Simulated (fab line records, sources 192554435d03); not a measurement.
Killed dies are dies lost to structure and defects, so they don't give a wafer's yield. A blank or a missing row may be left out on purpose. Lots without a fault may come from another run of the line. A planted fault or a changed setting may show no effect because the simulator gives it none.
Split-lot experiment | flow n5_finfet | 7 lots, 21 wafers read, on a route of 1938 steps

THE SPLIT
At N5_MOL_CONTACT_COAG_COAT_76 (time 60 s, resist thk 10 nm), the setting spin_rpm was moved away from the recipe's 1500 rpm on 11 of the 21 wafers read, by -11.1% to +5.7%. The other wafers ran this setting at the recipe's value.

FROM THE SPLIT TO THE READING: what the file shows between them, 4 steps
- N5_MOL_CONTACT_COAG_COAT_77: time 60 s, resist thk 10 nm
- N5_MOL_CONTACT_COAG_COAT_78: resist thk 40 nm
- N5_MOL_CONTACT_COAG_DESCUM_88: chemistry O2, time 7 s
- N5_MOL_CONTACT_COAG_ETCH_89: etches underlayer in N2/H2, target depth 13 nm, time 10.4 s

THE READING
etch.depth_nm (the simulator's own value, which no gauge read), in nm, at N5_MOL_CONTACT_COAG_ETCH_90 (etches SiARC in CF4, target depth 13 nm, time 21.7 s). The file gives no usual value for it. The 10 wafers here that ran the recipe average 10.006 nm, standard deviation 0.016 nm.

wafer  | tool, chamber at the split | spin_rpm as run, rpm | against the recipe | etch.depth_nm, nm | against lot-mates on the recipe
L080.2 | litho_track-04, 0          | 1406                 | -6.3%              | 10.34             | +0.359
L080.3 | litho_track-04, 0          | 1406                 | -6.3%              | 10.36             | +0.379
L080.5 | litho_track-04, 0          | 1500                 | recipe             | 9.981             | -
L082.1 | litho_track-04, 0          | 1333                 | -11.1%             | 10.64             | no lot-mate on the recipe
L082.4 | litho_track-04, 0          | 1333                 | -11.1%             | 10.64             | no lot-mate on the recipe
L082.6 | litho_track-04, 0          | 1333                 | -11.1%             | 10.63             | no lot-mate on the recipe
L083.1 | litho_track-04, 0          | 1443                 | -3.8%              | 10.19             | no lot-mate on the recipe
L083.3 | litho_track-04, 0          | 1443                 | -3.8%              | 10.18             | no lot-mate on the recipe
L083.5 | litho_track-04, 0          | 1443                 | -3.8%              | 10.2              | no lot-mate on the recipe
L090.4 | litho_track-01, 0          | 1586                 | +5.7%              | 9.741             | -0.279
L090.5 | litho_track-01, 0          | 1500                 | recipe             | 10.01             | -
L090.6 | litho_track-01, 0          | 1500                 | recipe             | 10.03             | -
L091.2 | litho_track-02, 0          | 1500                 | recipe             | 9.999             | -
L091.3 | litho_track-02, 0          | 1500                 | recipe             | 10                | -
L091.6 | litho_track-02, 0          | 1500                 | recipe             | 10.02             | -
L092.1 | litho_track-01, 0          | 1500                 | recipe             | 10.03             | -
L092.3 | litho_track-01, 0          | 1433                 | -4.5%              | 10.28             | +0.250
L092.6 | litho_track-01, 0          | 1433                 | -4.5%              | 10.27             | +0.240
L096.1 | litho_track-01, 0          | 1500                 | recipe             | 9.984             | -
L096.5 | litho_track-01, 0          | 1500                 | recipe             | 10.01             | -
L096.6 | litho_track-01, 0          | 1500                 | recipe             | 10                | -

THE FIT
A straight line over all 21 wafers: etch.depth_nm changes by -0.055 nm for each +1% of spin_rpm; r = -1.00; the points scatter about the line by 0.022 nm.
The same after taking each lot's own level away (the mean of its wafers on the recipe; 15 wafers): -0.055 nm for each +1%; r = -1.00; scatter 0.015 nm.
On that fit, the largest move of spin_rpm shifts the reading by 0.61 nm.
The lots' own levels span 9.9810 to 10.0300 nm, that is 3.0 times the standard deviation above.
So the lot-to-lot level changes the slope little: the two slopes agree.
Check: with one of the wafers moved furthest among these (-6.3%) left out of the fit, the line predicts +0.347 nm for it against its lot-mates. It came out at +0.359 nm against them.

OTHER SPLITS ON THESE WAFERS
These wafers also went through other splits before the reading. Each is held against what the fit with the lots' levels taken away leaves over:
other split on the same wafers        | wafers away from the commonest value | r with etch.depth_nm (lot level and that fit taken away)
N5_MOL_CONTACT_COAG_COAT_103 spin_rpm | 3                                    | +0.18

THE WHOLE CHAIN: every reading that the file lists as answering this split, in the file's order
step                        | what it does                                         | reading                                                                                   | change (the file's fit)                | r (the file's)
N5_MOL_CONTACT_COAG_COAT_76 | time 60 s, resist thk 10 nm                          | SiARC_of_MOL_CONTACT_COAG_COAT_76.thk_nm (the simulator's own value, which no gauge read) | -0.0494 nm for each +1% of the setting | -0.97
N5_MOL_CONTACT_COAG_ETCH_90 | etches SiARC in CF4, target depth 13 nm, time 21.7 s | etch.depth_nm (the simulator's own value, which no gauge read)                            | -0.0544 nm for each +1% of the setting | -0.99

THE FILE'S OWN FIT
etch.depth_nm changes by -0.0544 nm for each +1% of spin_rpm, r = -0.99.
